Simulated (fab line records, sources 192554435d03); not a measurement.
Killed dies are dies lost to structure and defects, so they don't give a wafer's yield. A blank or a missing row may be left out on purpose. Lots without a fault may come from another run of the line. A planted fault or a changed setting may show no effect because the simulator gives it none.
One fault seen from 2 desks | flow n5_finfet | each desk has only its own numbers; what lay behind them comes last

THE METROLOGY DESK
What the gauges read, lot by lot, whatever tool the lot ran on: means of the sampled wafers that have a number. A lot is out of limits, marked OUT, if its mean lies more than 4 standard deviations from the usual mean; the brackets give that distance.
Columns: A = cd_nm at N5_DUMMY_GATE_CD_MEAS_24, usual 14.9 nm
lot  | first seen here | A
L249 | day 2 23:31     | 15.0
L250 | day 3 04:53     | 14.5
L251 | day 3 16:00     | 14.2
L252 | day 3 16:33     | 15.1
L253 | day 3 23:40     | 14.8
L254 | day 4 05:11     | 14.9
L255 | day 4 10:20     | 14.5
L260 | day 5 16:32     | 14.9
L261 | day 6 03:08     | 14.7
L263 | day 6 11:02     | 15.2
L267 | day 7 12:47     | 15.4
L272 | day 8 16:47     | 14.5
This desk's finding: nothing out of limits on any of the 12 lots.

THE TOOL OWNER'S DESK: epi_rpcvd-01
The tool's own readings at N5_SD_EPI_N_EPI_21 (deposits Si:P, time 690 s): means of the sampled wafers that have a number, for each lot that ran on this tool. A lot is out of limits, marked OUT, if its mean lies more than 4 standard deviations from the usual mean; the brackets give that distance.
Columns: A = susceptor_temp_C at N5_SD_EPI_N_EPI_21, usual 680.0 C; B = susceptor_temp_C_max at N5_SD_EPI_N_EPI_21, usual 681.4
lot  | first seen here | A                | B
L249 | day 3 03:37     | 680.0            | 681.6
L250 | day 3 08:38     | 680.2            | 681.7
L252 | day 3 19:38     | 679.5            | 680.8
L261 | day 6 07:30     | 676.9 (-9.9) OUT | 678.5 (-7.3) OUT
L263 | day 6 14:11     | 677.0 (-9.6) OUT | 678.4 (-7.5) OUT
This desk's finding: out of limits on L261, L263; first on L261, day 6 07:30 (susceptor_temp_C at N5_SD_EPI_N_EPI_21). In limits: L249, L250, L252.

PUT TOGETHER
The tool owner's desk could have raised an alarm at day 6 07:30, on L261, L263.
The metrology desk saw nothing out of limits.
The metrology desk has L261, L263 on record, within its limits.
Of the lots named, all ran N5_SD_EPI_N_EPI_21 on epi_rpcvd-01.

WHAT THE SIMULATOR HAD PUT IN
Process parameter drift: epi_rpcvd-01, from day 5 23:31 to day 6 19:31, at N5_SD_EPI_N_EPI_21. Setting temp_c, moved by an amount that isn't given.
Lots struck among those shown: L261, L263.
Hours from the fault's start to each desk's first reading out of limits: the tool owner's desk, 8.
